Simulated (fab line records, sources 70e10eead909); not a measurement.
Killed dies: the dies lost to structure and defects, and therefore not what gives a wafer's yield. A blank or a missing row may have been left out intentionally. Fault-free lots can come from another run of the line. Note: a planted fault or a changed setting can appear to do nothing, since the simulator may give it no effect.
Which tool is to blame? + flow nand-harc + 12 lots, 36 wafers sampled, at 6 steps of a route of 1159

WHAT THE GAUGES SHOWED, per wafer
NHARC_A_START_INSPECT_01. Usual: raw-defect-count 3.2, standard deviation 1.8.
| lot  | measured     | on                | raw-defect-count | flag |
|------|--------------|-------------------|------------------|------|
| L345 | day 6 11:20  | defect-inspect-01 | 5 3 4            |      |
| L348 | day 7 04:09  | defect-inspect-02 | 1 4 2            |      |
| L351 | day 7 19:01  | defect-inspect-01 | 7 7 4            |      |
| L355 | day 8 17:54  | defect-inspect-02 | 1 2 4            |      |
| L354 | day 8 19:56  | defect-inspect-01 | 3 5 3            |      |
| L357 | day 9 21:58  | defect-inspect-01 | 1 3 1            |      |
| L358 | day 9 22:29  | defect-inspect-01 | 1 5 3            |      |
| L360 | day 10 04:22 | defect-inspect-01 | 2 1 3            |      |
| L361 | day 10 11:59 | defect-inspect-02 | 1 1 1            |      |
| L363 | day 10 18:47 | defect-inspect-02 | 4 2 5            |      |
| L362 | day 10 20:16 | defect-inspect-01 | 5 4 1            |      |
| L367 | day 12 03:24 | defect-inspect-01 | 1 0 1            |      |

NHARC_A_SOURCE_PLATE_THK_MEAS_06: measures by ellipsometry. Usual: thk-nm 200.5 nm, standard deviation 2.5.
| lot  | measured     | on            | thk-nm (nm)       | flag |
|------|--------------|---------------|-------------------|------|
| L345 | day 7 10:28  | film-metro-02 | 200.9 199.7 198.9 |      |
| L348 | day 8 02:59  | film-metro-01 | 204.5 202.3 200.2 |      |
| L351 | day 8 19:26  | film-metro-02 | 202.8 202.5 204.4 |      |
| L355 | day 9 18:38  | film-metro-01 | 49.6 47.9 49.1    | OFF  |
| L354 | day 9 18:38  | film-metro-02 | 50.8 51.8 51.5    | OFF  |
| L357 | day 10 20:43 | film-metro-02 | 200.0 197.2 198.6 |      |
| L358 | day 10 20:43 | film-metro-01 | 197.5 197.4 197.1 |      |
| L360 | day 11 03:22 | film-metro-02 | 200.6 205.7 203.1 |      |
| L361 | day 11 10:40 | film-metro-01 | 195.4 197.0 194.5 |      |
| L363 | day 11 17:21 | film-metro-02 | 199.7 198.4 198.4 |      |
| L362 | day 11 17:21 | film-metro-01 | 204.1 205.0 203.5 |      |
| L367 | day 13 03:56 | film-metro-02 | 203.4 202.9 205.2 |      |

NHARC_END_SORT_01. Usual: killed-at-array 27, standard deviation 11; killed-at-other 0.7, standard deviation 0.93; killed-at-periphery 2.9, standard deviation 1.9; killed-dies 30, standard deviation 11; killed-open 3.1, standard deviation 1.7; killed-short 1.9, standard deviation 1.3.
| lot  | measured     | on        | killed-at-array | killed-at-other | killed-at-periphery | killed-dies | killed-open | killed-short | flag |
|------|--------------|-----------|-----------------|-----------------|---------------------|-------------|-------------|--------------|------|
| L355 | day 21 10:02 | prober-01 | 677 677 677     | 0 0 0           | 0 0 0               | 677 677 677 | 3 2 4       | 2 3 4        | OFF  |
| L354 | day 21 09:38 | prober-02 | 674 673 673     | 1 0 1           | 2 4 3               | 677 677 677 | 2 2 5       | 3 2 0        | OFF  |

EACH LOT AND THE TOOL THAT RAN IT (in order: tool; ch and the chambers of the sampled wafers; start)
| lot  | NHARC_P_BONDPAD_ETCH_12                       | NHARC_P_BONDPAD_PRE_CLEAN_26            | NHARC_A_SOURCE_PLATE_CVD_03      |
|------|-----------------------------------------------|-----------------------------------------|----------------------------------|
| L345 | rie-diel-06 ch 0,2, day 6 11:20 or earlier    | pvd-sputter-01, day 6 11:20 or earlier  | lpcvd-poly-04 ch 0, day 6 23:51  |
| L348 | rie-diel-06 ch 2,3, day 7 04:09 or earlier    | pvd-sputter-03, day 7 04:09 or earlier  | lpcvd-poly-03 ch 0, day 7 16:43  |
| L351 | rie-diel-06 ch 0,2,3, day 7 19:01 or earlier  | pvd-sputter-02, day 7 19:01 or earlier  | lpcvd-poly-03 ch 0, day 8 08:54  |
| L355 | rie-diel-01 ch 1,2, day 8 17:54 or earlier    | pvd-sputter-02, day 8 17:54 or earlier  | lpcvd-poly-04, day 9 06:17       |
| L354 | rie-diel-06 ch 2,3, day 8 19:56 or earlier    | pvd-sputter-03, day 8 19:56 or earlier  | lpcvd-poly-04, day 9 06:17       |
| L357 | rie-diel-01 ch 0,1,2, day 9 21:58 or earlier  | pvd-sputter-01, day 9 21:58 or earlier  | lpcvd-poly-04 ch 0, day 10 10:10 |
| L358 | rie-diel-01 ch 0,2, day 9 22:29 or earlier    | pvd-sputter-03, day 9 22:29 or earlier  | lpcvd-poly-04 ch 0, day 10 10:10 |
| L360 | rie-diel-06 ch 1,2,3, day 10 04:22 or earlier | pvd-sputter-01, day 10 04:22 or earlier | lpcvd-poly-04 ch 0, day 10 16:46 |
| L361 | rie-diel-06 ch 0,2, day 10 11:59 or earlier   | pvd-sputter-02, day 10 11:59 or earlier | lpcvd-poly-04 ch 0, day 11 00:02 |
| L363 | rie-diel-06 ch 0,2,3, day 10 18:47 or earlier | pvd-sputter-03, day 10 18:47 or earlier | lpcvd-poly-03 ch 0, day 11 06:47 |
| L362 | rie-diel-06 ch 0,1,2, day 10 20:16 or earlier | pvd-sputter-03, day 10 20:16 or earlier | lpcvd-poly-03 ch 0, day 11 06:47 |
| L367 | rie-diel-08 ch 1,2,3, day 12 03:24 or earlier | pvd-sputter-03, day 12 03:24 or earlier | lpcvd-poly-01 ch 0, day 12 15:41 |
- NHARC_P_BONDPAD_ETCH_12: etches the open film in CHF3/O2, target depth 200 nm, time 100 s.
- NHARC_P_BONDPAD_PRE_CLEAN_26: time 30 s.
- NHARC_A_SOURCE_PLATE_CVD_03: deposits poly-Si, target thk 200 nm, time 4000 s.

WHAT THE TOOLS THEMSELVES READ (means of the sampled wafers that have a number; where no wafer has one, the mark that the record gives instead)
NHARC_P_BONDPAD_ETCH_12. Usual: drypump-motor-current-A 5.6 A, standard deviation 0.44; mfc-ar-sccm 200.0 sccm, standard deviation 0.62; oes-product-au 0.942 a.u., standard deviation 0.02; rf-vpp-V 370.2 V, standard deviation 2.2; showerhead-plenum-p-Torr 2.39 Torr, standard deviation 0.093; throttle-valve-pct 20.573 %, standard deviation 0.0092.
| lot  | tool        | drypump-motor-current-A (A) | mfc-ar-sccm (sccm) | oes-product-au (a.u.) | rf-vpp-V (V) | showerhead-plenum-p-Torr (Torr) | throttle-valve-pct (%) | flag |
|------|-------------|-----------------------------|--------------------|-----------------------|--------------|---------------------------------|------------------------|------|
| L345 | rie-diel-06 | 5.6                         | 199.5              | 0.926                 | 369.9        | 2.37                            | 20.572                 |      |
| L348 | rie-diel-06 | 5.4                         | 200.0              | 0.922                 | 370.6        | 2.38                            | 20.576                 |      |
| L351 | rie-diel-06 | 5.6                         | 199.9              | 0.930                 | 369.6        | 2.36                            | 20.574                 |      |
| L355 | rie-diel-01 | 5.1                         | 199.6              | 0.976                 | 369.9        | 2.40                            | 20.570                 |      |
| L354 | rie-diel-06 | 5.7                         | 200.2              | 0.925                 | 369.5        | 2.35                            | 20.573                 |      |
| L357 | rie-diel-01 | 5.4                         | 200.1              | 0.966                 | 370.9        | 2.41                            | 20.577                 |      |
| L358 | rie-diel-01 | 5.5                         | 200.2              | 0.952                 | 373.0        | 2.49                            | 20.578                 |      |
| L360 | rie-diel-06 | 5.7                         | 199.9              | 0.928                 | 370.3        | 2.38                            | 20.584                 |      |
| L361 | rie-diel-06 | 5.6                         | 200.0              | 0.945                 | 369.0        | 2.37                            | 20.577                 |      |
| L363 | rie-diel-06 | 5.6                         | 200.2              | 0.975                 | 370.2        | 2.36                            | 20.576                 |      |
| L362 | rie-diel-06 | 5.6                         | 200.4              | 0.942                 | 370.2        | 2.39                            | 20.580                 |      |
| L367 | rie-diel-08 | 5.7                         | 199.9              | 0.922                 | 370.8        | 2.38                            | 20.574                 |      |

NHARC_P_BONDPAD_PRE_CLEAN_26. Usual: heater-power-w 409 W, standard deviation 31.
| lot  | tool           | heater-power-w (W) | flag |
|------|----------------|--------------------|------|
| L345 | pvd-sputter-01 | 379                |      |
| L348 | pvd-sputter-03 | 395                |      |
| L351 | pvd-sputter-02 | 399                |      |
| L355 | pvd-sputter-02 | 411                |      |
| L354 | pvd-sputter-03 | 403                |      |
| L357 | pvd-sputter-01 | 439                |      |
| L358 | pvd-sputter-03 | 416                |      |
| L360 | pvd-sputter-01 | 403                |      |
| L361 | pvd-sputter-02 | 398                |      |
| L363 | pvd-sputter-03 | 401                |      |
| L362 | pvd-sputter-03 | 408                |      |
| L367 | pvd-sputter-03 | 391                |      |

NHARC_A_SOURCE_PLATE_CVD_03. Usual: pressure-mtorr 199.9 mTorr, standard deviation 0.34; run-length-s 4001.5 s, standard deviation 0.3; spike-tc-upper-C 620.9 C, standard deviation 1.2.
| lot  | tool          | pressure-mtorr (mTorr) | run-length-s (s) | spike-tc-upper-C (C) | flag |
|------|---------------|------------------------|------------------|----------------------|------|
| L345 | lpcvd-poly-04 | 199.8                  | 4001.6           | 622.0                |      |
| L348 | lpcvd-poly-03 | 200.1                  | 4001.8           | 620.4                |      |
| L351 | lpcvd-poly-03 | 200.0                  | 4001.8           | 619.8                |      |
| L355 | lpcvd-poly-04 | -                      | -                | -                    | OFF  |
| L354 | lpcvd-poly-04 | -                      | -                | -                    | OFF  |
| L357 | lpcvd-poly-04 | 199.8                  | 4001.5           | 620.4                |      |
| L358 | lpcvd-poly-04 | 200.1                  | 4002.0           | 621.1                |      |
| L360 | lpcvd-poly-04 | 199.8                  | 4001.4           | 621.6                |      |
| L361 | lpcvd-poly-04 | 199.9                  | 4002.1           | 620.4                |      |
| L363 | lpcvd-poly-03 | 199.7                  | 4001.9           | 620.1                |      |
| L362 | lpcvd-poly-03 | 199.9                  | 4001.6           | 620.6                |      |
| L367 | lpcvd-poly-01 | 200.6                  | 4001.1           | 621.6                |      |

THE ANSWER, worked out from the rows above alone
Rule: a lot counts as off when the mean over its wafers that have a number is more than 3 standard deviations away from the usual mean. A lot without any number at a reading at which 4 lots or more have one is off too. The other lots that the step has rows for count as sound. First the gauges in route order, then the tools' own readings, where a lot's mean is used as printed above. At the first step where some lot is off, the reading lying furthest off is the one used; lots without a number count as furthest.
Off: L355, L354 (NHARC_A_SOURCE_PLATE_THK_MEAS_06, thk-nm).
A tool fits if, at a process step before that reading, it ran every lot that is off, and no sound lot after the first of them. Not tried: the gauges at NHARC_A_SOURCE_PLATE_THK_MEAS_06; whatever is off there is also off at NHARC_END_SORT_01, on other tools, and gauge error can't account for it. NHARC_P_BONDPAD_ETCH_12 gives no start for some lots, so the hours and the order of its lots are those of NHARC_A_START_INSPECT_01. NHARC_P_BONDPAD_PRE_CLEAN_26 gives no start for some lots, so the hours and the order of its lots are those of NHARC_A_START_INSPECT_01. Not one of the candidates tried fits.

WHAT THE SIMULATOR PUT IN
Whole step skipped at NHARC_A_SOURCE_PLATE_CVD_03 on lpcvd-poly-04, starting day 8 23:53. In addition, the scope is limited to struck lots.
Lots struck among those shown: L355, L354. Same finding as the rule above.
